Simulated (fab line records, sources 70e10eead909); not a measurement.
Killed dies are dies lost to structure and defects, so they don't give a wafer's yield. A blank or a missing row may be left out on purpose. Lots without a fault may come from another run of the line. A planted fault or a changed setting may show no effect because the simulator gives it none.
fab line records | flow nand_harc
record lots=13 wafers=39 last_day=25
route steps=1159 shown P_M0@275 A_M1@1048 A_BONDPAD@1059 HYBRID_BOND@1094 END@1159
lots that met no fault: from a run of the same line without faults
start_h: hours from the record's first day to the start of the lot's first wafer shown | wait_h: hours since the lot's step before | " the same as in the row above | L1.1+2: a row that stands for several wafers | - no value, or no start given | * or withheld: withheld | < > ~ a bound
route shown NAME@n: a module of which the file shows steps, and the number in the route of the first | usual: mean/standard deviation of fault-free wafers | same: alike in all rows | chamber/n: place in a boat | sites: the reading at each site | _std_site: their standard deviation | _edge_site: outer sites' mean less inner sites' | radius_mm: how far each site lies from the wafer's centre | mask NAME#n: copy n | behind: the tool/chamber that last shaped the wafer | hold: why the lot was held/for how many hours/how that ended | device: the transistor (n, p or np) that didn't switch | end of line: the same wafers' tests at the end of the route | a step without rows: its recipe alone | killed: dies lost to structure and defects at the first sort, not the wafer's yield | map: a wafer's dies, x killed, . not, _ none there
set.NAME: the setting as run; set.NAME@STEP: as run at that earlier step | model.NAME: the simulator's own value behind a step, which no gauge read
steps of the route over a sample of lots; a table a step, a row a wafer
services: from which hour (start_h, from the record's first day; less than 0 if before it) a tool's chamber was out of use, for how many hours, and why
## steps
# step NHARC_P_M0_PVD_21
# recipe target_thk_a=300 chamber_pressure_pa=5 power_w=5000 substrate_temp_c=30 time_s=20.49 material=Cu
# usual throttle_valve_pct=30.0/0.83
# columns lot.wafer tool chamber start_h wait_h throttle_valve_pct
L237.2 pvd_sputter-03 - 119.71 - 29.9
L237.1 " - " " 28.9
L237.6 " - " " 29.4
L239.2 pvd_sputter-02 - 124.52 - 30.0
L239.1 " - " " 29.1
L239.5 " - " " 29.9
L240.1 pvd_sputter-01 - 145.88 - 31.1
L240.5 " - " " 29.8
L240.6 " - " " 29.9
L242.4 pvd_sputter-02 - 150.77 - 30.0
L242.1 " - " " 29.1
L242.3 " - " " 29.0
L243.3 pvd_sputter-01 - 152.02 - 29.2
L243.6 " - " " 30.1
L243.5 " - " " 31.1
L245.3 pvd_sputter-02 - 165.58 - 29.4
L245.1 " - " " 29.0
L245.2 " - " " 30.5
L250.2 pvd_sputter-01 - 214.52 - 29.8
L250.4 " - " " 28.9
L250.1 " - " " 30.8
L252.1 pvd_sputter-01 - 216.60 - 29.0
L252.2 " - " " 29.7
L252.5 " - " " 28.9
L253.4 pvd_sputter-03 - 216.99 - 29.0
L253.2 " - " " 31.4
L253.1 " - " " 29.7
L254.3 pvd_sputter-01 - 217.72 - 30.5
L254.2 " - " " 31.3
L254.6 " - " " 28.9
L255.4 pvd_sputter-03 - 226.83 - 29.8
L255.3 " - " " 29.9
L255.1 " - " " 31.5
L258.3 pvd_sputter-02 - 235.91 - 29.6
L258.5 " - " " 29.5
L258.6 " - " " 30.7
L260.1 pvd_sputter-03 - 263.85 - 29.0
L260.2 " - " " 31.7
L260.4 " - " " 29.8
# step NHARC_A_M1_PVD_20
# recipe target_thk_a=50 bias_v=168.6 power_w=15000 chamber_pressure_pa=0.12 time_s=8.06 substrate_temp_c=50 material=TaN
# usual throttle_valve_pct=30.1/0.83
# columns lot.wafer tool chamber start_h wait_h throttle_valve_pct
L239.1 pvd_sputter-03 - - - 30.4
L239.2 " - " " 30.2
L239.5 " - " " 29.8
L237.2 pvd_sputter-01 - - - 29.2
L237.1 " - " " 30.4
L237.6 " - " " 29.5
L242.3 pvd_sputter-02 - - - 30.0
L242.4 " - " " 30.4
L242.1 " - " " 28.9
L243.3 pvd_sputter-03 - - - 30.4
L243.5 " - " " 30.4
L243.6 " - " " 29.9
L240.1 pvd_sputter-01 - - - 32.1
L240.5 " - " " 32.0
L240.6 " - " " 29.2
L245.3 pvd_sputter-02 - - - 28.9
L245.1 " - " " 30.0
L245.2 " - " " 30.3
L253.2 pvd_sputter-02 - - - 29.9
L253.1 " - " " 30.2
L253.4 " - " " 28.8
L250.4 pvd_sputter-01 - - - 31.9
L250.2 " - " " 30.6
L252.2 pvd_sputter-03 - - - 30.4
L252.5 " - " " 29.7
L254.2 pvd_sputter-02 - - - 28.8
L254.6 " - " " 30.1
L255.1 pvd_sputter-02 - - - 29.8
L255.3 " - " " 30.2
L255.4 " - " " 29.0
L258.3 pvd_sputter-01 - - - 31.9
L258.6 " - " " 31.9
L258.5 " - " " 29.1
L260.1 pvd_sputter-01 - - - 29.1
L260.2 " - " " 29.8
L260.4 " - " " 30.2
# step NHARC_A_BONDPAD_DEP_00
# recipe target_thk_a=2500 temp_c=370 target_thk_nm=250 pressure_torr=3 flow_sccm=200 rf_w=450 material=SiCN
# usual heater_power_w=589/68
# columns lot.wafer tool chamber start_h wait_h heater_power_w
L239.2 pecvd-01 0 - - 723
L239.1 " 1 " " 576
L239.5 " 2 " " 666
L237.1 pecvd-04 2 419.23 - 649
L237.2 " 0 " " 542
L237.6 " 1 " " 555
L242.1 pecvd-04 1 430.32 - 581
L242.3 " 0 " " 531
L242.4 " 2 " " 666
L243.3 pecvd-01 0 - - 712
L243.5 " 1 " " 565
L243.6 " 2 " " 572
L240.1 pecvd-04 2 444.02 - 626
L240.6 " 1 " " 599
L240.5 " 2 " " 634
L245.1 pecvd-01 2 465.29 - 571
L245.2 " 0 " " 692
L245.3 " 2 " " 582
L253.1 pecvd-01 1 515.18 - 577
L253.2 " 0 " " 663
L253.4 " 1 " " 561
L250.2 pecvd-04 2 515.52 - 725
L250.4 " 1 " " 620
L252.2 pecvd-01 1 - - 454
L252.5 " 1 " " 480
L254.2 pecvd-04 0 520.02 - 582
L254.6 " 1 " " 562
L255.3 pecvd-04 0 523.28 - 486
L255.1 " 1 " " 596
L255.4 " 1 " " 608
L258.3 pecvd-04 0 526.54 - 578
L258.5 " 2 " " 635
L258.6 " 0 " " 582
L260.2 pecvd-02 1 548.90 - 543
L260.1 " 0 " " 579
L260.4 " 2 " " 566
# step NHARC_HYBRID_BOND_ACTIVATE_00
# recipe time_s=60 n2_flow_sccm=200 ar_flow_sccm=0 bias_power_w=0 chemistry=N2
# usual drypump_motor_current_A=6.0/0.46 oes_product_au=1.000/0.0076 rf_vpp_V=64.3/0.8 showerhead_plenum_p_Torr=1.79/0.065
# columns lot.wafer tool chamber start_h wait_h drypump_motor_current_A oes_product_au rf_hours_counter_h rf_vpp_V showerhead_plenum_p_Torr
L239.1 rie_diel-02 2 420.16 0.1 5.7 1.003 29 64.0 1.70
L239.2 " 1 " " 5.1 0.998 32 64.6 1.91
L239.5 " 2 " " 5.7 1.013 - 63.4 1.70
L237.2 rie_diel-11 1 423.38 0.1 5.8 1.005 18 65.0 1.77
L237.1 " 2 " " 5.4 1.009 19 64.6 1.83
L237.6 " 2 " " 5.4 1.003 - 63.8 1.83
L242.3 rie_diel-06 0 434.61 0.1 6.5 0.991 1 64.6 1.83
L242.4 " 1 " " 6.3 0.999 0 63.2 1.68
L242.1 " 2 " " 5.5 1.008 0 65.7 1.85
L243.3 rie_diel-06 0 438.22 0.1 6.6 0.987 1 66.0 1.83
L243.6 " 2 " " 5.5 0.999 - 65.1 1.85
L243.5 " 3 " " 6.4 1.002 - 64.9 1.82
L240.1 rie_diel-11 0 448.17 0.1 6.1 1.016 26 65.1 1.77
L240.6 " 2 " " 5.4 0.986 - 64.7 1.83
L240.5 " 3 " " 5.5 1.002 - 64.0 1.78
L245.3 rie_diel-06 1 469.64 0.1 6.3 1.002 4 62.9 1.67
L245.1 " 3 " " 6.4 1.003 4 63.5 1.82
L245.2 " 0 " " 6.6 0.994 4 63.8 1.83
L253.2 rie_diel-11 2 519.29 0.1 5.3 0.998 53 63.6 1.82
L253.1 " 0 " " 6.1 1.011 49 64.2 1.76
L253.4 " 1 " " 5.8 1.005 50 64.2 1.76
L250.4 rie_diel-11 2 519.56 0.1 5.4 1.003 53 62.2 1.82
L250.2 " 1 " " 5.8 0.990 50 64.2 1.76
L252.2 rie_diel-06 3 521.89 0.1 6.4 1.000 9 63.8 1.82
L252.5 " 2 " " 5.5 0.998 - 64.4 1.84
L254.2 rie_diel-06 0 524.00 0.1 6.5 0.999 9 63.8 1.83
L254.6 " 3 " " 6.4 1.006 - 64.3 1.82
L255.4 rie_diel-06 0 527.34 0.1 6.5 0.991 10 65.1 1.83
L255.1 " 1 " " 6.3 0.998 10 63.5 1.67
L255.3 " 3 " " 6.4 1.005 10 63.9 1.82
L258.3 rie_diel-11 0 530.62 0.1 6.1 1.009 55 63.4 1.76
L258.5 " 1 " " 5.8 0.997 - 64.0 1.76
L258.6 " 2 " " 5.4 0.990 - 64.6 1.82
L260.2 rie_diel-06 3 553.11 0.1 6.4 0.996 12 64.0 1.82
L260.4 " 0 " " 6.6 1.004 12 64.7 1.83
L260.1 " 1 " " 6.3 0.990 13 62.6 1.67
# step NHARC_END_SORT_01
# recipe temp_c=25
# usual defect_limited_yield=95.3/1.7 killed_at_array=28/11 killed_at_other=0.5/0.85 killed_at_periphery=2.7/1.9 killed_dies=32/12 killed_open=3.3/1.6 killed_short=2.1/1.5 sort_bin_2_pct=1.5/0.71 sort_bin_3_pct=0.25/0.23 sort_bin_4_pct=3.0/1.1 sort_n_pass=645/12 sort_rim_yield_pct=95/3.1 sort_yield_pct=95.3/1.7
# same gross_dies=677 sort_bin_5_pct[%]=0 sort_bin_6_pct[%]=0 sort_bin_7_pct[%]=0 sort_bin_8_pct[%]=0 sort_rim_n_gross=106.00
# columns lot.wafer tool chamber start_h wait_h defect_limited_yield[%] killed_at_array killed_at_other killed_at_periphery killed_dies killed_open killed_short sort_bin_2_pct[%] sort_bin_3_pct[%] sort_bin_4_pct[%] sort_n_pass sort_rim_yield_pct[%] sort_yield_pct[%]
L253.1 prober-02 0 548.36 2.5 96.0 26 0 1 27 2 1 1.0 0.15 2.8 650 92 96.0
L250.1 prober-01 0 548.41 2.5 0 51 0 626 677 6 2 94.4 0.30 5.3 0 0 0
L250.2 prober-01 0 549.21 2.8 93.5 42 0 2 44 4 1 2.4 0.30 3.8 633 92 93.5
L250.4 prober-01 0 550.81 3.4 94.8 32 1 2 35 2 4 2.2 0.30 2.7 642 92 94.8
L252.1 prober-01 0 556.25 2.5 0 16 3 658 677 2 3 97.3 0 2.7 0 0 0
L252.2 prober-01 0 557.05 2.8 97.8 14 0 1 15 3 1 0.4 0 1.8 662 100 97.8
L252.5 prober-01 0 559.44 3.7 96.9 18 0 3 21 5 3 1.0 0.15 1.9 656 98 96.9
L254.2 prober-02 0 556.91 2.8 94.8 31 1 3 35 2 0 1.5 0.15 3.5 642 95 94.8
L254.3 prober-02 0 557.71 3.1 0 31 0 646 677 4 3 96.9 0.15 3.0 0 0 0
L254.6 prober-02 0 560.11 4.0 94.1 37 0 3 40 4 2 1.5 0.59 3.8 637 99 94.1
# killed by level:class
L253.1 A_CHANNEL_HOLE_D1:chamber_film_flake=14 A_CONTACT:chamber_film_flake=5 A_STAIRCASE:chamber_film_flake=3 P_CONTACT:geometric_particle:open=1 A_CHANNEL_FILL_D1:geometric_particle:open=1 A_CHANNEL_FILL_D1:geometric_particle:short=1 A_ZERO_WELL:chamber_film_flake=1 A_WL_FILL:chamber_film_flake=1
L250.1 P_M0:area_pvd=622 A_SLIT:chamber_film_flake=24 A_CHANNEL_HOLE_D1:chamber_film_flake=16 A_WL_FILL:geometric_particle:open=3 A_STAIRCASE:chamber_film_flake=3 P_CONTACT:geometric_particle:short=1 P_M0:geometric_particle:open=1 A_ONON_D1:geometric_particle:short=1
L250.2 A_SLIT:chamber_film_flake=20 A_CHANNEL_HOLE_D1:chamber_film_flake=10 A_STAIRCASE:chamber_film_flake=4 A_CONTACT:geometric_particle:open=2 A_CHANNEL_FILL_D1:chamber_film_flake=2 A_CONTACT:chamber_film_flake=2 P_M0:geometric_particle:open=1 A_WL_FILL:geometric_particle:open=1
L250.4 A_SLIT:chamber_film_flake=14 A_CHANNEL_HOLE_D1:chamber_film_flake=8 A_STAIRCASE:chamber_film_flake=4 P_STI:geometric_particle:short=1 A_WL_FILL:geometric_particle:open=1 A_CONTACT:geometric_particle:open=1 A_CONTACT:geometric_particle:short=1 A_M0:geometric_particle:short=1
L252.1 P_M0:area_pvd=656 A_CHANNEL_HOLE_D1:chamber_film_flake=8 A_STAIRCASE:chamber_film_flake=3 A_CONTACT:chamber_film_flake=3 P_CONTACT:geometric_particle:open=1 A_ONON_D1:geometric_particle:short=1 A_WL_FILL:geometric_particle:short=1 STARTING-WAFER:geometric_particle:short=1
L254.2 A_SLIT:chamber_film_flake=12 A_CHANNEL_HOLE_D1:chamber_film_flake=10 A_CONTACT:chamber_film_flake=8 P_CONTACT:geometric_particle:open=1 P_M0:geometric_particle:open=1 P_GATE:chamber_film_flake=1 A_STAIRCASE:chamber_film_flake=1 THIN_TSV:chamber_film_flake=1
L252.2 A_CHANNEL_HOLE_D1:chamber_film_flake=4 A_STAIRCASE:chamber_film_flake=4 A_CONTACT:chamber_film_flake=2 P_CONTACT:geometric_particle:open=1 A_SGD_CUT:geometric_particle:short=1 A_CONTACT:geometric_particle:open=1 A_M0:geometric_particle:open=1 A_CHANNEL_FILL_D1:chamber_film_flake=1
L254.3 P_M0:area_pvd=645 A_SLIT:chamber_film_flake=15 A_CONTACT:chamber_film_flake=6 A_CONTACT:geometric_particle:open=2 A_CHANNEL_HOLE_D1:chamber_film_flake=2 A_ONON_D1:geometric_particle:short=1 A_CHANNEL_HOLE_D1:geometric_particle:short=1 A_CHANNEL_FILL_D1:geometric_particle:short=1
L252.5 A_CHANNEL_HOLE_D1:chamber_film_flake=5 A_CONTACT:chamber_film_flake=5 A_CHANNEL_FILL_D1:geometric_particle:open=2 P_M0:geometric_particle:open=1 P_M2:geometric_particle:short=1 A_ONON_D1:geometric_particle:open=1 A_CHANNEL_FILL_D1:chamber_film_flake=1 A_SGD_CUT:geometric_particle:short=1
L254.6 A_SLIT:chamber_film_flake=22 A_CONTACT:chamber_film_flake=4 A_CHANNEL_HOLE_D1:chamber_film_flake=3 A_STAIRCASE:chamber_film_flake=3 P_M0:geometric_particle:open=1 P_BONDPAD:geometric_particle:open=1 A_CHANNEL_HOLE_D1:geometric_particle:short=1 A_CHANNEL_FILL_D1:geometric_particle:open=1
## services
# columns tool chamber start_h hours kind
pvd_sputter-03 - 102.00 10.0 pm
pvd_sputter-01 - 102.13 0.6 repair
rie_diel-06 - 134.87 0.7 repair
pecvd-04 0 151.19 3.4 repair
pecvd-04 - 155.90 1.0 repair
pvd_sputter-01 - 158.00 10.0 pm
pecvd-04 - 195.28 13.0 pm
rie_diel-06 2 201.29 9.5 repair
pvd_sputter-02 - 204.09 1.2 repair
pvd_sputter-02 - 211.80 0.9 repair
pvd_sputter-02 - 214.02 10.0 pm
pvd_sputter-01 - 272.68 1.7 repair
pvd_sputter-03 - 280.00 10.0 pm
pvd_sputter-01 - 316.78 6.8 repair
pvd_sputter-01 - 336.00 10.0 pm
pvd_sputter-01 - 355.03 1.7 repair
pvd_sputter-02 - 392.02 10.0 pm
pvd_sputter-02 - 415.97 2.9 repair
pvd_sputter-03 - 458.00 10.0 pm
pvd_sputter-02 - 487.12 0.6 repair
pvd_sputter-03 - 509.94 3.9 repair
pvd_sputter-01 - 514.00 10.0 pm
pvd_sputter-02 - 521.46 2.7 repair
pvd_sputter-02 - 546.47 12.8 repair
## key
first_sign step=NHARC_END_SORT_01 reading=killed_at_periphery direction=up sigmas=99+ usual=2.7 struck=643.3
effect step=NHARC_END_SORT_01 reading=sort_bin_2_pct direction=up sigmas=99+ usual=1.5 struck=96.2
more_kills_born_at NHARC_P_M0_PVD_21@pvd_sputter-01=1923
met_at NHARC_P_M0_PVD_21
struck_lots L250,L252,L254
struck_wafers L250.1,L252.1,L254.3
later_rows_left_out L250.1,L252.1,L254.3
not_acting_at NHARC_A_M1_PVD_20,NHARC_A_BONDPAD_DEP_00,NHARC_HYBRID_BOND_ACTIVATE_00
onset_between 152.02 214.52
fault kind=process_parameter_drift tool=pvd_sputter-01 chamber=- onset_h=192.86 steps=NHARC_P_M0_PVD_21 channel=target_thk_a offset=* shape=step end_h=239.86 scope=struck_wafers_only acts_in=* stated=*
# later_rows_left_out: the simulator's readings of these wafers behind a module that went badly wrong aren't trusted and aren't shown, but for the sort
